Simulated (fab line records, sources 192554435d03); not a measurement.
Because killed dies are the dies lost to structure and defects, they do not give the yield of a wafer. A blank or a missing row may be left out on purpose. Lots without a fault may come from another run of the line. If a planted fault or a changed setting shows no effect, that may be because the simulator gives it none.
fab line records | flow n5Finfet
record: lots: 7 | wafers: 39
route steps=1938 shown BEOL_M6@1239
startH: hours from the record's first day to the start of the lot's first wafer shown | waitH: hours since the lot's step before | " unchanged from the row above | L1.1+2: one row covering several wafers at once | - no value, or no start was given | * or withheld: withheld | < > ~ a bound
route shown NAME@n: NAME is a module with steps in the file, n the number in the route of the first one | usual: mean/standard deviation of fault-free wafers | same: alike in all rows | chamber/n: place in a boat | sites: per-site readings | _std_site: standard deviation across them | _edge_site: the outer-site mean with the inner-site mean subtracted | radiusMm: how far each site lies from the wafer's centre | mask NAME#n: copy n | behind: the most recent tool/chamber to have shaped the wafer | hold: what put the lot on hold/how long, in hours/how the hold closed | device: the transistor (n, p or np) that didn't switch | end of line: the tests these same wafers got at the end of their route | a step given without rows: its recipe and nothing more | killed: the dies lost at the first sort to structure and to defects; this is not the yield of the wafer | map: per-die view of a wafer (x killed, . not killed, _ where there is no die)
set.NAME: the setting as run; set.NAME@STEP: as run at that earlier step | model.NAME: the simulator's own value behind a step, which no gauge read
lots where settings were altered on purpose, with a table for each step and a row for each wafer
== steps ==
step: N5_BEOL_M6_TRENCH_ETCH_37
recipe: chemistry: C4F6/O2 | targetDepthA: 944.35 | target: SiCOH_lowk | timeS: 31.5 | ionEnergyEv: 250 | pressureMtorr: 30 | sourceW: 345 | biasW: 185 | Ar_flow_sccm: 300 | C4F6_flow_sccm: 10 | O2_flow_sccm: 10
lot.wafer | tool       | chamber | startH | waitH | set.targetDepthA | model.etch.depthNm | model.BEOL_M6.featureDepthNm | model.TiN_of_BEOL_M6_HM_DEP_02.thkNm
L074.1    | rieDiel-06 | 3       | -      | -     | 944.35           | 91.11              | 91.2                         | 17.6
L074.2    | "          | 1       | "      | "     | 944.35           | 92.74              | 92.8                         | 17.4
L074.3    | "          | 0       | "      | "     | 944.35           | 94.62              | 94.6                         | 17.2
L074.4    | "          | 0       | "      | "     | 944.35           | 94.51              | 94.6                         | 17.4
L074.5    | "          | 1       | "      | "     | 944.35           | 92.05              | 92                           | 17.6
L074.6    | "          | 3       | "      | "     | 944.35           | 90.9               | 91                           | 17.2
L075.1    | rieDiel-04 | 0       | -      | -     | 711              | 71.49              | 71.4                         | 18
L075.2    | "          | 2       | "      | "     | 711              | 69.98              | 70                           | 17.8
L075.3    | "          | 3       | "      | "     | 944.35           | 96.34              | 96.4                         | 17.2
L075.4    | "          | 1       | "      | "     | 944.35           | 93.14              | 93.2                         | 17.4
L075.5    | "          | 1       | "      | "     | 711              | 70.65              | 70.6                         | 17.8
L075.6    | "          | 2       | "      | "     | 944.35           | 93.13              | 93.2                         | 17.4
L077.1    | rieDiel-06 | 3       | -      | -     | 1347             | 131                | 131                          | 16.4
L077.2    | "          | 1       | "      | "     | 944.35           | 93.49              | 93.4                         | 17.8
L077.3    | "          | 0       | "      | "     | 1347             | 136.2              | 136.2                        | 16.6
L077.4    | "          | 2       | "      | "     | 1347             | 134.3              | 134.2                        | 16
L077.5    | "          | 1       | "      | "     | 944.35           | 92.82              | 92.8                         | 17.6
L077.6    | "          | 2       | "      | "     | 944.35           | 93.76              | 93.8                         | 17.8
L082.1    | rieDiel-04 | 2       | -      | -     | 774.1            | 76.01              | 76                           | 17.4
L082.2    | "          | 1       | "      | "     | 944.35           | 93.8               | 93.8                         | 16.6
L082.3    | "          | 0       | "      | "     | 774.1            | 78.55              | 78.6                         | 17.6
L082.4    | "          | 3       | "      | "     | 944.35           | 95.95              | 96                           | 16.8
L082.5    | "          | 2       | "      | "     | 774.1            | 76.16              | 76.2                         | 17.2
L082.6    | "          | 3       | "      | "     | 944.35           | 95.76              | 95.8                         | 16.8
L083.1    | rieDiel-06 | 1       | -      | -     | 944.35           | 93.71              | 93.8                         | 18
L083.2    | "          | 2       | "      | "     | 1362             | 137.5              | 137.4                        | 16.8
L083.3    | "          | 3       | "      | "     | 1362             | 132.7              | 132.6                        | 16.6
L083.4    | "          | 0       | "      | "     | 944.35           | 95.74              | 95.8                         | 17.6
L083.5    | "          | 2       | "      | "     | 944.35           | 95.53              | 95.6                         | 18
L083.6    | "          | 3       | "      | "     | 1362             | 132.8              | 132.8                        | 16.6
L086.1    | rieDiel-06 | 1       | -      | -     | 944.35           | 92.78              | 92.8                         | 17.2
L086.2    | "          | 0       | "      | "     | 944.35           | 93.83              | 93.8                         | 17.2
L086.3    | "          | 2       | "      | "     | 944.35           | 94.47              | 94.4                         | 17.4
L086.4    | "          | 1       | "      | "     | 547.2            | 53.54              | 53.6                         | 18.2
L086.5    | "          | 0       | "      | "     | 547.2            | 54.3               | 54.4                         | 18.2
L086.6    | "          | 2       | "      | "     | 547.2            | 54.34              | 54.4                         | 18.4
L093.3    | rieDiel-04 | 3       | -      | -     | 944.35           | 96.12              | 96.2                         | 17.4
L093.4    | "          | 0       | "      | "     | 944.35           | 96.01              | 96                           | 17.4
L093.6    | "          | 3       | "      | "     | 944.35           | 97.26              | 97.2                         | 17.8
step: N5_BEOL_M6_ETCH_41
recipe: chemistry: CH3F/O2 | target: SiCN | targetDepthA: 297 | taperDeg: 2 | timeS: 52 | ionEnergyEv: 120 | maskMaterial: TiN | pressureMtorr: 30 | sourceW: 395 | biasW: 75 | Ar_flow_sccm: 150 | CH3F_flow_sccm: 30 | O2_flow_sccm: 20
step: N5_BEOL_M6_STRIP_80
recipe: chemistry: N2/H2 | timeS: 10 | powerW: 450 | tempC: 40 | pressureMtorr: 20 | rfFrequencyHz: 6e+07 | biasPowerW: 7 | n2FlowSccm: 200 | h2FlowSccm: 200
step: N5_BEOL_M6_OCD_MEAS_38
usual: trenchDepthNm: 94.3/1.5
lot.wafer | tool   | chamber | startH | waitH | set.targetDepthA@BEOL_M6_TRENCH_ETCH_37 | trenchDepthNm
L074.1    | ocd-02 | -       | 211.49 | -     | 944.35                                  | 90.9
L074.2    | "      | -       | "      | "     | 944.35                                  | 92.7
L074.3    | "      | -       | "      | "     | 944.35                                  | 95.5
L074.4    | "      | -       | "      | "     | 944.35                                  | 94.3
L074.5    | "      | -       | "      | "     | 944.35                                  | 91.6
L074.6    | "      | -       | "      | "     | 944.35                                  | 90.7
L075.1    | ocd-01 | -       | 214.41 | -     | 711                                     | 71.7
L075.2    | "      | -       | "      | "     | 711                                     | 69.9
L075.3    | "      | -       | "      | "     | 944.35                                  | 96.0
L075.4    | "      | -       | "      | "     | 944.35                                  | 93.1
L075.5    | "      | -       | "      | "     | 711                                     | 70.6
L075.6    | "      | -       | "      | "     | 944.35                                  | 93.4
L077.1    | ocd-02 | -       | 244.19 | -     | 1347                                    | 131.4
L077.2    | "      | -       | "      | "     | 944.35                                  | 93.5
L077.3    | "      | -       | "      | "     | 1347                                    | 135.8
L077.4    | "      | -       | "      | "     | 1347                                    | 134.2
L077.5    | "      | -       | "      | "     | 944.35                                  | 92.6
L077.6    | "      | -       | "      | "     | 944.35                                  | 94.2
L082.1    | ocd-01 | -       | 269.12 | -     | 774.1                                   | 75.6
L082.2    | "      | -       | "      | "     | 944.35                                  | 93.8
L082.3    | "      | -       | "      | "     | 774.1                                   | 78.2
L082.4    | "      | -       | "      | "     | 944.35                                  | 96.2
L082.5    | "      | -       | "      | "     | 774.1                                   | 76.7
L082.6    | "      | -       | "      | "     | 944.35                                  | 95.9
L083.1    | ocd-01 | -       | 294.33 | -     | 944.35                                  | 94.3
L083.2    | "      | -       | "      | "     | 1362                                    | 137.2
L083.3    | "      | -       | "      | "     | 1362                                    | 132.6
L083.4    | "      | -       | "      | "     | 944.35                                  | 95.8
L083.5    | "      | -       | "      | "     | 944.35                                  | 95.7
L083.6    | "      | -       | "      | "     | 1362                                    | 132.6
L086.1    | ocd-01 | -       | 316.21 | -     | 944.35                                  | 92.9
L086.2    | "      | -       | "      | "     | 944.35                                  | 94.0
L086.3    | "      | -       | "      | "     | 944.35                                  | 94.6
L086.4    | "      | -       | "      | "     | 547.2                                   | 53.4
L086.5    | "      | -       | "      | "     | 547.2                                   | 54.3
L086.6    | "      | -       | "      | "     | 547.2                                   | 54.8
L093.3    | ocd-02 | -       | 350.75 | -     | 944.35                                  | 96.1
L093.4    | "      | -       | "      | "     | 944.35                                  | 96.1
L093.6    | "      | -       | "      | "     | 944.35                                  | 96.9
step: N5_BEOL_M6_HM_STRIP_39
recipe: chemistry: peroxideTinStrip | material: TiN | targetDepthA: 250 | tempC: 50 | timeS: 158
step: N5_BEOL_M6_SRD_40
recipe: timeS: 30 | tempC: 23 | rinseLiquid: diw | dry: ipaMarangoni
step: N5_BEOL_M6_ECD_50
recipe: material: Cu | targetThkA: 3000
step: N5_BEOL_M6_ANNEAL_51
recipe: tempC: 225 | timeS: 90 | ambient: N2
step: N5_BEOL_M6_CMP_52
recipe: stopOn: SiCOH_lowk | tOverpolishS: 6.9 | downForcePsi: 1 | platenRpm: 50 | clearingPlatenDownForcePsi: 1.5 | clearingPlatenRpm: 50 | postCmpClean: cuAlkaline | targetThkNm: 80 | clearingPlatenPadVelocityMS: 0.99484 | padVelocityMS: 0.99484
lot.wafer | tool   | chamber | startH | waitH | set.targetDepthA@BEOL_M6_TRENCH_ETCH_37 | model.Cu_of_BEOL_M6_ECD_50.thkNm
L074.3    | cmp-04 | 3       | 213.12 | 0.2   | 944.35                                  | 81.2
L074.1    | "      | 0       | "      | "     | 944.35                                  | 76.6
L074.2    | "      | 1       | "      | "     | 944.35                                  | 80
L074.4    | "      | 2       | "      | "     | 944.35                                  | 80.4
L074.6    | "      | 3       | "      | "     | 944.35                                  | 78
L074.5    | "      | 0       | "      | "     | 944.35                                  | 78.2
L075.4    | cmp-02 | 2       | 216.35 | 0.1   | 944.35                                  | 79.8
L075.3    | "      | 3       | "      | "     | 944.35                                  | 79.4
L075.2    | "      | 0       | "      | "     | 711                                     | 54.2
L075.1    | "      | 1       | "      | "     | 711                                     | 56.6
L075.6    | "      | 2       | "      | "     | 944.35                                  | 78.8
L075.5    | "      | 3       | "      | "     | 711                                     | 54
L077.2    | cmp-04 | 0       | 246.34 | 0.2   | 944.35                                  | 78.6
L077.1    | "      | 1       | "      | "     | 1347                                    | 117.2
L077.4    | "      | 2       | "      | "     | 1347                                    | 118.6
L077.3    | "      | 3       | "      | "     | 1347                                    | 120.8
L077.5    | "      | 0       | "      | "     | 944.35                                  | 77
L077.6    | "      | 1       | "      | "     | 944.35                                  | 80.2
L082.4    | cmp-02 | 2       | 270.94 | 0.2   | 944.35                                  | 81.6
L082.3    | "      | 3       | "      | "     | 774.1                                   | 62
L082.1    | "      | 0       | "      | "     | 774.1                                   | 61.2
L082.2    | "      | 1       | "      | "     | 944.35                                  | 79.2
L082.6    | "      | 2       | "      | "     | 944.35                                  | 82.6
L082.5    | "      | 3       | "      | "     | 774.1                                   | 59.8
L083.3    | cmp-04 | 0       | 297.49 | 0.2   | 1362                                    | 119
L083.4    | "      | 1       | "      | "     | 944.35                                  | 83.8
L083.2    | "      | 2       | "      | "     | 1362                                    | 123.8
L083.1    | "      | 3       | "      | "     | 944.35                                  | 79.4
L083.6    | "      | 0       | "      | "     | 1362                                    | 120
L083.5    | "      | 1       | "      | "     | 944.35                                  | 82.6
L086.3    | cmp-01 | 3       | 318.92 | 0.2   | 944.35                                  | 78.8
L086.1    | "      | 0       | "      | "     | 944.35                                  | 78.4
L086.4    | "      | 1       | "      | "     | 547.2                                   | 39
L086.2    | "      | 2       | "      | "     | 944.35                                  | 79.6
L086.6    | "      | 3       | "      | "     | 547.2                                   | 40
L086.5    | "      | 0       | "      | "     | 547.2                                   | 38.2
L093.3    | cmp-01 | 2       | 354.05 | 0.3   | 944.35                                  | 79
L093.4    | "      | 3       | "      | "     | 944.35                                  | 80
L093.6    | "      | 1       | "      | "     | 944.35                                  | 83.4
step: N5_BEOL_M6_THK_MEAS_53
recipe: thkMeasGauge: xrf | reads: Cu_of_BEOL_M6_ECD_50
usual: M6_THK: 78.5/2
lot.wafer | tool         | chamber | startH | waitH | set.targetDepthA@BEOL_M6_TRENCH_ETCH_37 | M6_THK[nm]
L074.1    | filmMetro-02 | -       | 213.41 | -     | 944.35                                  | 76.0
L074.2    | "            | -       | "      | "     | 944.35                                  | 79.3
L074.3    | "            | -       | "      | "     | 944.35                                  | 81.0
L074.4    | "            | -       | "      | "     | 944.35                                  | 79.9
L074.5    | "            | -       | "      | "     | 944.35                                  | 77.5
L074.6    | "            | -       | "      | "     | 944.35                                  | 77.2
L075.1    | filmMetro-01 | -       | 216.65 | -     | 711                                     | 55.1
L075.2    | "            | -       | "      | "     | 711                                     | 52.6
L075.3    | "            | -       | "      | "     | 944.35                                  | 77.3
L075.4    | "            | -       | "      | "     | 944.35                                  | 77.8
L075.5    | "            | -       | "      | "     | 711                                     | 52.5
L075.6    | "            | -       | "      | "     | 944.35                                  | 76.9
L077.1    | filmMetro-02 | -       | 246.63 | -     | 1347                                    | 116.9
L077.2    | "            | -       | "      | "     | 944.35                                  | 78.4
L077.3    | "            | -       | "      | "     | 1347                                    | 120.0
L077.4    | "            | -       | "      | "     | 1347                                    | 117.4
L077.5    | "            | -       | "      | "     | 944.35                                  | 76.1
L077.6    | "            | -       | "      | "     | 944.35                                  | 79.8
L082.1    | filmMetro-02 | -       | 271.23 | -     | 774.1                                   | 60.0
L082.2    | "            | -       | "      | "     | 944.35                                  | 77.8
L082.3    | "            | -       | "      | "     | 774.1                                   | 61.2
L082.4    | "            | -       | "      | "     | 944.35                                  | 80.3
L082.5    | "            | -       | "      | "     | 774.1                                   | 59.1
L082.6    | "            | -       | "      | "     | 944.35                                  | 81.3
L083.1    | filmMetro-02 | -       | 297.78 | -     | 944.35                                  | 78.2
L083.2    | "            | -       | "      | "     | 1362                                    | 122.0
L083.3    | "            | -       | "      | "     | 1362                                    | 117.0
L083.4    | "            | -       | "      | "     | 944.35                                  | 82.3
L083.5    | "            | -       | "      | "     | 944.35                                  | 81.4
L083.6    | "            | -       | "      | "     | 1362                                    | 118.3
L086.1    | filmMetro-01 | -       | 319.22 | -     | 944.35                                  | 76.5
L086.2    | "            | -       | "      | "     | 944.35                                  | 77.7
L086.3    | "            | -       | "      | "     | 944.35                                  | 77.2
L086.4    | "            | -       | "      | "     | 547.2                                   | 38.3
L086.5    | "            | -       | "      | "     | 547.2                                   | 37.4
L086.6    | "            | -       | "      | "     | 547.2                                   | 39.1
L093.3    | filmMetro-02 | -       | 354.27 | -     | 944.35                                  | 78.2
L093.4    | "            | -       | "      | "     | 944.35                                  | 79.2
L093.6    | "            | -       | "      | "     | 944.35                                  | 82.7
step: N5_BEOL_M6_PRE_CLEAN_55
recipe: gas: NH3 | timeS: 15 | tempC: withheld | rfPowerW: 300
step: N5_BEOL_M6_DEP_56
recipe: material: SiCN | targetThkA: 100 | tempC: withheld | precursor: 3MS/NH3 | pressureTorr: 3 | rfW: 202 | timeS: 17.5
step: N5_BEOL_M6_RS_MEAS_57
recipe: thkMeasGauge: four-point-probe | reads: Cu_of_BEOL_M6_ECD_50+Co_of_BEOL_M6_CVD_78+TaN_of_BEOL_M6_ALD_77
usual: M6_RS: 0.288/0.0082
lot.wafer | tool         | chamber | startH | waitH | set.targetDepthA@BEOL_M6_TRENCH_ETCH_37 | M6_RS[ohm/sq]
L074.1    | filmMetro-02 | -       | 213.57 | 0.1   | 944.35                                  | 0.302
L074.2    | "            | -       | "      | "     | 944.35                                  | 0.287
L074.3    | "            | -       | "      | "     | 944.35                                  | 0.281
L074.4    | "            | -       | "      | "     | 944.35                                  | 0.285
L074.5    | "            | -       | "      | "     | 944.35                                  | 0.294
L074.6    | "            | -       | "      | "     | 944.35                                  | 0.296
L075.1    | filmMetro-02 | -       | 216.81 | 0.1   | 711                                     | 0.434
L075.2    | "            | -       | "      | "     | 711                                     | 0.459
L075.3    | "            | -       | "      | "     | 944.35                                  | 0.289
L075.4    | "            | -       | "      | "     | 944.35                                  | 0.287
L075.5    | "            | -       | "      | "     | 711                                     | 0.461
L075.6    | "            | -       | "      | "     | 944.35                                  | 0.292
L077.1    | filmMetro-01 | -       | 246.76 | 0.1   | 1347                                    | 0.185
L077.2    | "            | -       | "      | "     | 944.35                                  | 0.293
L077.3    | "            | -       | "      | "     | 1347                                    | 0.178
L077.4    | "            | -       | "      | "     | 1347                                    | 0.182
L077.5    | "            | -       | "      | "     | 944.35                                  | 0.301
L077.6    | "            | -       | "      | "     | 944.35                                  | 0.286
L082.1    | filmMetro-01 | -       | 271.36 | 0.1   | 774.1                                   | 0.395
L082.2    | "            | -       | "      | "     | 944.35                                  | 0.289
L082.3    | "            | -       | "      | "     | 774.1                                   | 0.389
L082.4    | "            | -       | "      | "     | 944.35                                  | 0.280
L082.5    | "            | -       | "      | "     | 774.1                                   | 0.406
L082.6    | "            | -       | "      | "     | 944.35                                  | 0.275
L083.1    | filmMetro-02 | -       | 297.91 | 0.1   | 944.35                                  | 0.289
L083.2    | "            | -       | "      | "     | 1362                                    | 0.174
L083.3    | "            | -       | "      | "     | 1362                                    | 0.182
L083.4    | "            | -       | "      | "     | 944.35                                  | 0.272
L083.5    | "            | -       | "      | "     | 944.35                                  | 0.276
L083.6    | "            | -       | "      | "     | 1362                                    | 0.180
L086.1    | filmMetro-01 | -       | 319.35 | 0.1   | 944.35                                  | 0.293
L086.2    | "            | -       | "      | "     | 944.35                                  | 0.287
L086.3    | "            | -       | "      | "     | 944.35                                  | 0.291
L086.4    | "            | -       | "      | "     | 547.2                                   | 0.693
L086.5    | "            | -       | "      | "     | 547.2                                   | 0.712
L086.6    | "            | -       | "      | "     | 547.2                                   | 0.674
L093.3    | filmMetro-02 | -       | 354.40 | 0.1   | 944.35                                  | 0.291
L093.4    | "            | -       | "      | "     | 944.35                                  | 0.287
L093.6    | "            | -       | "      | "     | 944.35                                  | 0.273
== key ==
split: step: N5_BEOL_M6_TRENCH_ETCH_37 | setting: targetDepthA | stated: 944.35 | by: wafer
response: step: N5_BEOL_M6_TRENCH_ETCH_37 | reading: model.etch.depthNm | change: +0.932 | per: 1% | r: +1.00
response: step: N5_BEOL_M6_TRENCH_ETCH_37 | reading: model.BEOL_M6.featureDepthNm | change: +0.931 | per: 1% | r: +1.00
response: step: N5_BEOL_M6_TRENCH_ETCH_37 | reading: model.TiN_of_BEOL_M6_HM_DEP_02.thkNm | change: -0.0278 | per: 1% | r: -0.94
response: step: N5_BEOL_M6_OCD_MEAS_38 | reading: trenchDepthNm | change: +0.93 | per: 1% | r: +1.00
response: step: N5_BEOL_M6_CMP_52 | reading: model.Cu_of_BEOL_M6_ECD_50.thkNm | change: +0.939 | per: 1% | r: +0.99
response: step: N5_BEOL_M6_THK_MEAS_53 | reading: M6_THK | change: +0.925 | per: 1% | r: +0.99
response: step: N5_BEOL_M6_RS_MEAS_57 | reading: M6_RS | shape: bent | atLowest: 0.693 | atStated: 0.287 | atHighest: 0.179
